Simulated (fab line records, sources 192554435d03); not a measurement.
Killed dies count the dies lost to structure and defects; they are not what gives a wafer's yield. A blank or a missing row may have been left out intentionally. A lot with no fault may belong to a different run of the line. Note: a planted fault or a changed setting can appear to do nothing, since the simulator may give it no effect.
Problem report, 8D (eight disciplines) form, completed by code    flow n5-finfet    the parts of the form that need people (team, actions taken, sign-off) are left out

== 1. THE ISSUE ==
At N5_PASSIVATION_PROBE_49, killed-on-rim averages 152 over 6 wafers from 2 lots, while fault-free wafers read 13, standard deviation 4. That puts it +35 standard deviations away from the usual mean.
First observed at day 15 09:59: wafer L327.1, on prober-02. The record holds 9 wafers of 3 lots with a number at this step. Rule for "out", or "out of limits": more than 4 standard deviations from the usual mean. The other wafers with a number count as sound.

== 2. WHAT THIS IS AND IS NOT ==
question                     is                                               is not
which readings at this step  killed-on-rim, killed-at-front-end, killed-dies  killed_at_M0_to_M3, killed_at_M4_up, killed-at-contacts, killed-at-other, killed-short
which lots                   L327, L330                                       L320
which wafers of those lots   all that have a number                           -
read on which tools          prober-01, prober-02                             -
when                         from day 15 09:59                                up to then (3 sound wafers)

== 3. SUSPECTS, AND WHAT RULES EACH OUT ==
Counting: a tool at any process step up to the reading remains a suspect when it ran all the lots that are out and ran no sound lot after the first of those.
- ald-sin-04 at N5_GATE_CUT_ALD_22 (deposits SiNx, target thk 16 nm, pulse time 1 s, ald cycles 320): kept. Every lot that is out went through it, starting with L327 (day 8 06:07), and after that it ran no sound lot; the last sound lot it ran before then is L320 (day 6 16:47).
Remaining after the count: ald-sin-04 at N5_GATE_CUT_ALD_22.

== 4. THE CAUSE (what the simulator had put in) ==
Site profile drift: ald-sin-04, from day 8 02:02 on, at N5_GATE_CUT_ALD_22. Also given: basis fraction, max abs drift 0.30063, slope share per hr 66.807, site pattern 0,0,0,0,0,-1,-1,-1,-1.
Only this tool survived the counting.

== 5. THE EFFECT CHAIN, in route order ==
Each row: a reading where the mean over the struck wafers with a number is more than 3 standard deviations away from the usual. Only readings for which the record gives a usual standard deviation are gone through. hours: the time from each lot's start at the first step in this table that gives one to its start at this step, as a median over the lots. sigmas: the change in usual standard deviations.
hours  step                     reading              usual  on struck wafers  change  sigmas
0      N5_PASSIVATION_PROBE_49  killed-at-front-end  42     358               +316    +26
0      N5_PASSIVATION_PROBE_49  killed-dies          105    428               +323    +20
0      N5_PASSIVATION_PROBE_49  killed-on-rim        13     152               +139    +35
Here are the process steps it includes:
- N5_PASSIVATION_PROBE_49

== 6. WHAT WOULD HAVE CAUGHT IT SOONER ==
In this record no reading fell out of limits until day 15 09:59, 176 hours after the fault had begun at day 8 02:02.
Of the tool readings at N5_GATE_CUT_ALD_22 for which the record gives a usual standard deviation, none was out on any struck wafer, so an alarm limit of 4 standard deviations on them would not have fired.
Each of the lots that are out, 2 in all, had begun N5_GATE_CUT_ALD_22 on ald-sin-04 no later than day 15 09:59. Tool hold at that time: it would have spared none of them.
